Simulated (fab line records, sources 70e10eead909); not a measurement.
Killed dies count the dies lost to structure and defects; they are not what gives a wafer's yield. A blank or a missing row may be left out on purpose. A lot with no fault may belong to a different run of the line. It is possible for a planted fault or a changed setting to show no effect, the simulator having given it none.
fab line records	flow nand-harc
record: lots: 13	wafers: 39	last-day: 34
route steps=1302 shown P_M2@332
lots with no fault: from the same line, run without faults
start-h: start of the lot's first displayed wafer, in hours after the record's first day	wait-h: hours since the lot's step before	" as in the row above	L1.1+2: a single row standing in for several wafers	- either no value or no given start	* or withheld: withheld	< > ~ a bound
route shown NAME@n: names a module that has steps shown in the file, with the first one's number in the route	usual: mean and standard deviation over wafers with no fault	same: alike in all rows	chamber/n: place in a boat	sites: per-site readings	_std_site: the standard deviation of these	_edge_site: mean of outer sites minus mean of inner sites	radius-mm: how far each site lies from the wafer's centre	mask NAME#n: copy n	behind: the most recent tool/chamber to have shaped the wafer	hold: what put the lot on hold/how long, in hours/how the hold closed	device: transistor that didn't switch, given as n, p or np	end of line: tests run on the same wafers once the route is complete	where a step has no rows: the recipe by itself	killed: dies lost to structure and defects at the first sort, not the wafer's yield	map: per-die view of a wafer (x killed, . not killed, _ where there is no die)
set.NAME: setting as actually run; set.NAME@STEP: the setting as run at that earlier step	model.NAME: the simulator's own value behind a step, which no gauge read
steps of the route over a sample of lots; a table a step, a row a wafer
services: a tool's chamber out of use, with start hour (start-h, from the record's first day; less than 0 if before it), hours out, and reason
== steps ==
step: NHARC_P_M2_ETCH_35
recipe: target-depth-a: 400	overetch-a: 120	time-s: 43.94	ion-energy-ev: 200	n2-flow-sccm: 150	h2-flow-sccm: 150	ar-flow-sccm: 0	rf-w: 400	bias-w: 150	chemistry: N2/H2
usual: drypump-motor-current-A: 5.74/0.27	n2-flow-sccm: 150.0/0.4	oes-product-au: 1.000/0.0071	rf-vpp-V: 430.6/2.5	showerhead-plenum-p-Torr: 2.05/0.086	throttle-valve-pct: 14.172/0.0088
lot.wafer	tool	chamber	start-h	wait-h	drypump-motor-current-A	n2-flow-sccm	oes-product-au	rf-hours-counter-h	rf-vpp-V	showerhead-plenum-p-Torr	throttle-valve-pct
L325.3	rie-diel-12	2	128.26	0.1	5.52	150.1	1.012	1	426.7	1.90	14.169
L325.1	"	3	"	"	5.83	150.4	1.011	1	431.3	2.06	14.151
L325.5	"	3	"	"	5.84	150.9	1.002	-	430.6	2.06	14.185
L328.1	rie-diel-10	3	159.67	0.1	5.59	150.1	1.004	5	433.6	2.10	14.167
L328.5	"	2	"	"	6.15	149.7	1.002	-	434.5	2.18	14.172
L328.6	"	3	"	"	5.59	150.6	0.998	-	432.6	2.10	14.182
L327.1	rie-diel-12	2	162.08	0.1	5.50	150.2	1.000	4	425.8	1.90	14.182
L327.4	"	1	"	"	5.94	150.4	1.000	-	431.8	2.09	14.176
L327.5	"	3	"	"	5.83	149.8	0.998	-	431.6	2.05	14.162
L329.3	rie-diel-12	1	171.05	0.1	5.94	150.5	1.005	5	431.4	2.09	14.183
L329.5	"	3	"	"	5.82	150.3	1.005	-	431.2	2.05	14.172
L329.6	"	1	"	"	5.94	151.2	0.996	-	431.4	2.09	14.182
L330.1	rie-diel-12	3	183.95	0.1	5.87	150.4	1.006	6	429.8	2.05	14.169
L330.2	"	1	"	"	5.96	149.4	1.003	6	432.0	2.09	14.167
L330.6	"	1	"	"	5.95	149.8	1.003	-	431.3	2.09	14.178
L331.3	rie-diel-13	3	189.36	0.1	5.85	150.1	1.009	1	432.0	2.13	14.165
L331.6	"	3	"	"	5.85	149.7	1.006	-	433.2	2.13	14.171
L331.5	"	0	"	"	6.13	149.8	0.999	-	430.4	2.06	14.164
L332.3	rie-diel-12	3	193.80	0.1	5.82	149.9	1.000	6	430.5	2.05	14.170
L332.5	"	3	"	"	5.79	149.8	1.007	-	431.0	2.05	14.181
L332.4	"	1	"	"	5.96	150.2	0.996	-	432.4	2.09	14.167
L333.2	rie-diel-10	3	214.29	0.1	5.58	149.9	0.997	8	431.5	2.10	14.178
L333.1	"	1	"	"	6.04	150.0	1.012	8	431.2	1.97	14.169
L333.3	"	2	"	"	6.14	149.9	1.000	7	435.4	2.18	14.154
L334.1	rie-diel-10	0	215.39	0.1	5.46	149.8	0.999	8	431.0	2.07	14.153
L334.6	"	3	"	"	5.61	149.6	0.998	-	433.2	2.10	14.181
L334.5	"	0	"	"	5.46	151.3	0.997	-	431.8	2.07	14.160
L335.3	rie-diel-10	1	232.05	0.1	6.04	149.8	1.000	9	429.0	1.97	14.158
L335.4	"	3	"	"	5.60	149.5	0.987	8	432.1	2.10	14.168
L335.6	"	1	"	"	6.05	150.3	1.001	-	428.0	1.97	14.175
L340.2	rie-diel-12	0	278.15	0.1	5.41	149.5	1.012	0	429.1	2.00	14.185
L340.1	"	1	"	"	5.95	149.4	1.005	0	432.6	2.08	14.180
L340.6	"	2	"	"	5.54	149.2	1.005	-	426.5	1.90	14.161
L347.2	rie-diel-12	1	348.47	0.1	5.95	150.2	1.003	1	431.5	2.08	14.144
L347.1	"	3	"	"	5.83	149.9	1.002	3	431.6	2.05	14.173
L347.5	"	1	"	"	5.96	150.6	1.003	-	431.2	2.08	14.170
L348.4	rie-diel-10	3	362.25	0.1	5.61	150.1	0.991	6	430.6	2.10	14.173
L348.2	"	0	"	"	5.47	149.7	0.995	8	430.9	2.07	14.166
L348.6	"	2	"	"	6.14	150.3	0.995	-	433.5	2.17	14.174
step: NHARC_P_M2_STRIP_18
recipe: power-w: 1000	n2-flow-sccm: 150	h2-flow-sccm: 150	ar-flow-sccm: 0	bias-w: 0	chemistry: N2/H2
usual: drypump-motor-current-A: 5.7/0.33	n2-flow-sccm: 150.0/0.51	oes-product-au: 1.000/0.0079	rf-vpp-V: 90.7/0.94	showerhead-plenum-p-Torr: 2.07/0.079	throttle-valve-pct: 14.170/0.0084
lot.wafer	tool	chamber	start-h	wait-h	drypump-motor-current-A	n2-flow-sccm	oes-product-au	rf-hours-counter-h	rf-vpp-V	showerhead-plenum-p-Torr	throttle-valve-pct
L325.3	rie-diel-10	1	128.57	0.1	6.0	149.6	0.999	3	90.3	1.98	14.184
L325.1	"	0	"	"	5.5	151.1	0.991	3	90.8	2.07	14.167
L325.5	"	1	"	"	6.0	150.5	0.995	-	90.0	1.98	14.182
L328.1	rie-diel-12	3	159.95	0.1	5.8	149.8	1.007	4	91.3	2.05	14.157
L328.6	"	1	"	"	6.0	150.5	1.004	-	91.5	2.09	14.183
L328.5	"	2	"	"	5.5	149.0	0.988	-	89.4	1.90	14.174
L327.4	rie-diel-10	1	162.44	0.1	6.1	150.0	1.012	6	89.5	1.97	14.159
L327.1	"	2	"	"	6.1	149.1	0.998	4	91.6	2.18	14.172
L327.5	"	3	"	"	5.6	149.1	0.998	-	91.6	2.10	14.160
L329.3	rie-diel-12	3	171.40	0.1	5.8	150.3	0.989	5	91.0	2.05	14.173
L329.5	"	2	"	"	5.5	149.1	0.987	-	91.0	1.90	14.174
L329.6	"	1	"	"	5.9	149.4	1.001	-	89.7	2.09	14.177
L330.2	rie-diel-10	2	184.29	0.1	6.2	149.7	1.003	6	91.2	2.18	14.162
L330.1	"	3	"	"	5.6	150.3	0.988	7	89.3	2.10	14.167
L330.6	"	1	"	"	6.0	149.5	0.997	-	89.9	1.97	14.180
L331.3	rie-diel-13	1	189.70	0.1	5.4	150.2	0.989	1	92.0	2.20	14.180
L331.6	"	3	"	"	5.9	150.3	1.015	-	90.8	2.13	14.171
L331.5	"	0	"	"	6.1	149.4	1.002	-	90.7	2.06	14.168
L332.3	rie-diel-13	3	194.15	0.1	5.9	150.3	0.999	1	91.3	2.13	14.182
L332.4	"	0	"	"	6.1	150.2	1.013	1	91.1	2.06	14.170
L332.5	"	3	"	"	5.9	150.6	1.012	-	90.1	2.13	14.180
L333.2	rie-diel-13	0	214.58	0.1	6.1	149.2	0.998	2	90.7	2.06	14.185
L333.1	"	2	"	"	5.1	150.1	0.993	2	91.8	2.13	14.174
L333.3	"	3	"	"	5.9	150.3	1.011	2	90.4	2.13	14.171
L334.1	rie-diel-13	0	215.72	0.1	6.1	149.4	1.009	2	90.5	2.06	14.184
L334.5	"	3	"	"	5.8	150.3	1.016	-	91.0	2.13	14.171
L334.6	"	2	"	"	5.1	150.4	1.019	-	92.0	2.13	14.161
L335.3	rie-diel-13	3	232.39	0.1	5.9	150.4	1.008	4	90.8	2.13	14.166
L335.4	"	0	"	"	6.1	149.7	1.003	3	92.5	2.06	14.154
L335.6	"	2	"	"	5.1	150.6	1.003	-	91.0	2.13	14.163
L340.1	rie-diel-13	3	278.44	0.1	5.8	150.2	0.993	7	90.4	2.13	14.170
L340.2	"	1	"	"	5.5	149.6	0.996	6	91.7	2.19	14.159
L340.6	"	3	"	"	5.8	149.7	0.994	-	90.2	2.13	14.166
L347.2	rie-diel-10	1	348.76	0.1	6.1	149.9	0.998	6	90.7	1.97	14.175
L347.1	"	0	"	"	5.5	150.0	0.985	7	90.3	2.07	14.165
L347.5	"	0	"	"	5.5	149.3	0.990	-	90.5	2.07	14.159
L348.2	rie-diel-12	2	362.61	0.1	5.5	151.2	1.012	4	89.8	1.90	14.170
L348.4	"	0	"	"	5.4	149.5	1.004	-	90.1	2.00	14.166
L348.6	"	2	"	"	5.5	150.7	1.011	-	88.6	1.90	14.178
step: NHARC_P_M2_CMP_23
recipe: t-overpolish-s: 20	target-thk-nm: 144.3
usual: motor-current-A: 11.7/0.98	time-to-endpoint-s: 29.7/2.3
lot.wafer	tool	chamber	start-h	wait-h	motor-current-A	time-to-endpoint-s
L325.3	cmp-02	0	130.33	-	11.5	27.9
L325.1	"	1	"	"	11.4	28.6
L325.5	"	0	"	"	11.2	27.7
L328.1	cmp-02	3	161.77	-	13.9	31.8
L328.5	"	2	"	"	10.2	29.5
L328.6	"	3	"	"	13.1	32.0
L327.4	cmp-02	0	164.21	-	11.6	26.1
L327.1	"	1	"	"	11.9	25.5
L327.5	"	3	"	"	13.8	28.0
L329.3	cmp-02	1	173.28	-	11.7	27.6
L329.5	"	2	"	"	10.2	30.1
L329.6	"	3	"	"	13.9	30.7
L330.1	cmp-02	3	185.99	-	14.0	31.7
L330.2	"	2	"	"	10.6	28.8
L330.6	"	3	"	"	13.7	30.1
L331.3	cmp-03	2	191.46	-	11.1	31.7
L331.6	"	3	"	"	10.9	28.3
L331.5	"	0	"	"	11.8	26.8
L332.4	cmp-03	1	195.88	-	11.0	32.4
L332.3	"	2	"	"	11.2	34.1
L332.5	"	0	"	"	12.3	29.0
L333.3	cmp-02	2	216.41	-	10.8	28.5
L333.2	"	3	"	"	14.7	32.5
L333.1	"	0	"	"	11.5	30.1
L334.1	cmp-03	1	217.61	-	11.4	32.7
L334.5	"	3	"	"	11.0	28.8
L334.6	"	0	"	"	11.9	27.3
L335.4	cmp-04	3	234.12	-	10.8	28.1
L335.3	"	0	"	"	11.6	29.1
L335.6	"	2	"	"	12.0	27.1
L340.2	cmp-03	3	280.21	-	11.3	29.5
L340.1	"	0	"	"	12.2	37.1
L340.6	"	1	"	"	11.4	30.6
L347.1	cmp-03	2	351.07	-	10.7	29.0
L347.2	"	1	"	"	11.2	27.2
L347.5	"	2	"	"	10.4	31.9
L348.4	cmp-04	1	364.39	-	12.7	29.8
L348.2	"	2	"	"	11.7	26.4
L348.6	"	0	"	"	12.2	27.8
step: NHARC_P_M2_THK_MEAS_24
recipe: thk-meas-gauge: xrf
usual: thk-nm: 144.5/1.2
lot.wafer	tool	chamber	start-h	wait-h	thk-nm
L325.1	film-metro-02	-	130.62	-	146.1
L325.3	"	-	"	"	144.3
L325.5	"	-	"	"	144.6
L328.1	film-metro-02	-	162.05	-	143.8
L328.5	"	-	"	"	144.5
L328.6	"	-	"	"	143.4
L327.1	film-metro-01	-	164.46	-	143.3
L327.4	"	-	"	"	144.0
L327.5	"	-	"	"	143.5
L329.3	film-metro-01	-	173.51	-	145.0
L329.5	"	-	"	"	141.5
L329.6	"	-	"	"	144.8
L330.1	film-metro-01	-	186.30	-	145.1
L330.2	"	-	"	"	144.4
L330.6	"	-	"	"	145.1
L331.3	film-metro-02	-	191.69	-	145.1
L331.5	"	-	"	"	144.5
L331.6	"	-	"	"	143.5
L332.3	film-metro-01	-	196.17	-	145.4
L332.4	"	-	"	"	145.6
L332.5	"	-	"	"	143.0
L333.1	film-metro-02	-	216.72	-	146.4
L333.2	"	-	"	"	145.1
L333.3	"	-	"	"	145.3
L334.1	film-metro-01	-	217.87	-	145.0
L334.5	"	-	"	"	143.5
L334.6	"	-	"	"	144.5
L335.3	film-metro-01	-	234.38	-	143.7
L335.4	"	-	"	"	144.1
L335.6	"	-	"	"	142.2
L340.1	film-metro-01	-	280.47	-	150.4
L340.2	"	-	"	"	145.6
L340.6	"	-	"	"	144.6
L347.1	film-metro-01	-	351.38	-	146.6
L347.2	"	-	"	"	146.4
L347.5	"	-	"	"	143.9
L348.2	film-metro-01	-	364.65	-	145.0
L348.4	"	-	"	"	143.4
L348.6	"	-	"	"	143.6
step: NHARC_P_M2_INSPECT_27
usual: raw-defect-count: 314/100
lot.wafer	tool	chamber	start-h	wait-h	raw-defect-count
L325.1	defect-inspect-02	-	130.78	0.0	414
L325.3	"	-	"	"	407
L325.5	"	-	"	"	245
L328.1	defect-inspect-02	-	162.21	0.0	211
L328.5	"	-	"	"	241
L328.6	"	-	"	"	232
L327.1	defect-inspect-01	-	164.65	0.0	494
L327.4	"	-	"	"	350
L327.5	"	-	"	"	393
L329.3	defect-inspect-01	-	173.69	0.0	251
L329.5	"	-	"	"	326
L329.6	"	-	"	"	211
L330.1	defect-inspect-02	-	186.46	0.0	415
L330.2	"	-	"	"	536
L330.6	"	-	"	"	324
L331.3	defect-inspect-01	-	191.84	0.0	216
L331.5	"	-	"	"	386
L331.6	"	-	"	"	233
L332.3	defect-inspect-02	-	196.32	0.0	271
L332.4	"	-	"	"	244
L332.5	"	-	"	"	335
L333.1	defect-inspect-01	-	216.87	0.0	390
L333.2	"	-	"	"	363
L333.3	"	-	"	"	353
L334.1	defect-inspect-01	-	218.03	0.0	304
L334.5	"	-	"	"	234
L334.6	"	-	"	"	300
L335.3	defect-inspect-01	-	234.54	0.0	229
L335.4	"	-	"	"	312
L335.6	"	-	"	"	274
L340.1	defect-inspect-02	-	280.62	0.0	4446
L340.2	"	-	"	"	359
L340.6	"	-	"	"	243
L347.1	defect-inspect-02	-	351.54	0.0	310
L347.2	"	-	"	"	117
L347.5	"	-	"	"	272
L348.2	defect-inspect-02	-	364.81	0.0	326
L348.4	"	-	"	"	466
L348.6	"	-	"	"	423
step: NHARC_P_M2_DEP_33
recipe: target-thk-a: 300	temp-c: 370	target-thk-nm: 30	pressure-torr: 3	flow-sccm: 200	rf-w: 450	material: SiCN
usual: heater-power-outer-w: 327/52	heater-power-w: 577/69
lot.wafer	tool	chamber	start-h	wait-h	heater-power-outer-w	heater-power-w
L325.1	pecvd-03	2	130.97	0.1	380	646
L325.3	"	0	"	"	247	475
L325.5	"	0	"	"	243	461
L328.1	pecvd-02	0	162.40	0.1	361	655
L328.5	"	2	"	"	283	491
L328.6	"	0	"	"	359	652
L327.1	pecvd-03	0	164.84	0.1	222	435
L327.4	"	2	"	"	352	608
L327.5	"	1	"	"	318	518
L329.3	pecvd-01	1	173.88	0.1	349	644
L329.6	"	0	"	"	277	542
L329.5	"	2	"	"	358	584
L330.2	pecvd-02	0	186.61	0.1	386	656
L330.1	"	2	"	"	331	563
L330.6	"	2	"	"	345	589
L331.3	pecvd-02	2	191.99	0.1	295	520
L331.6	"	2	"	"	303	513
L331.5	"	0	"	"	325	588
L332.3	pecvd-01	0	196.47	0.1	231	487
L332.4	"	0	"	"	228	481
L332.5	"	1	"	"	374	675
L333.2	pecvd-02	2	217.02	0.1	328	539
L333.1	"	0	"	"	379	655
L333.3	"	1	"	"	343	588
L334.1	pecvd-01	1	218.26	0.1	386	698
L334.5	"	0	"	"	276	549
L334.6	"	1	"	"	386	696
L335.3	pecvd-03	0	234.77	0.1	272	485
L335.4	"	1	"	"	398	660
L335.6	"	2	"	"	355	625
L340.2	pecvd-03	1	280.82	0.1	397	645
L340.1	"	2	"	"	356	627
L340.6	"	0	"	"	270	505
L347.1	pecvd-02	2	351.68	0.1	307	522
L347.2	"	1	"	"	320	582
L347.5	"	2	"	"	315	517
L348.2	pecvd-01	0	364.98	0.1	279	552
L348.6	"	0	"	"	275	565
L348.4	"	1	"	"	365	669
== services ==
tool	chamber	start-h	hours	kind
rie-diel-12	0	109.00	112.7	repair
rie-diel-13	3	114.74	10.1	repair
rie-diel-10	2	132.29	2.6	repair
cmp-02	-	134.50	4.0	pm
cmp-02	-	142.34	5.7	repair
rie-diel-13	-	165.05	9.0	pm
cmp-02	-	199.99	13.0	repair
rie-diel-13	1	211.78	4.5	repair
rie-diel-13	-	224.48	1.4	repair
cmp-02	-	232.50	4.0	pm
rie-diel-12	-	238.32	0.4	repair
rie-diel-10	-	242.50	9.0	pm
rie-diel-10	-	261.09	1.0	repair
rie-diel-12	-	268.56	9.0	pm
rie-diel-12	1	282.79	38.4	repair
rie-diel-12	2	286.14	3.1	repair
cmp-02	-	310.13	0.5	repair
cmp-02	-	324.33	2.4	repair
cmp-02	-	330.50	4.0	pm
rie-diel-12	-	335.32	3.6	repair
cmp-02	-	339.13	1.5	repair
rie-diel-13	-	342.05	9.0	pm
rie-diel-10	2	346.46	3.2	repair
rie-diel-12	1	354.04	11.7	repair
== key ==
first-sign: step: NHARC_P_M2_CMP_23	reading: time-to-endpoint-s	direction: up	sigmas: 3.1	usual: *	struck: *
effect: step: NHARC_P_M2_THK_MEAS_24	reading: thk-nm	direction: up	sigmas: 4.7	usual: 144.5	struck: 150.4
effect: step: NHARC_P_M2_INSPECT_27	reading: raw-defect-count	direction: up	sigmas: 40	usual: 314	struck: 4446
met-at NHARC_P_M2_CMP_23
struck-lots L340
struck-wafers L340.1
later-rows-left-out L340.1
sort-left-out L340.1
not-acting-at NHARC_P_M2_ETCH_35,NHARC_P_M2_STRIP_18,NHARC_P_M2_DEP_33
onset-between 217.61 280.21
fault: kind: process-parameter-drift	tool: cmp-03	chamber: 0	onset-h: 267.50	steps: NHARC_P_M2_CMP_23	channel: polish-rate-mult	offset: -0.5	shape: step	end-h: 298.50
sort-left-out: the simulated sort isn't trusted on such a fault, so these wafers' sort isn't shown, and their yield isn't known
later-rows-left-out: the simulator's readings of these wafers behind a module that went badly wrong aren't trusted and aren't shown, but for the sort
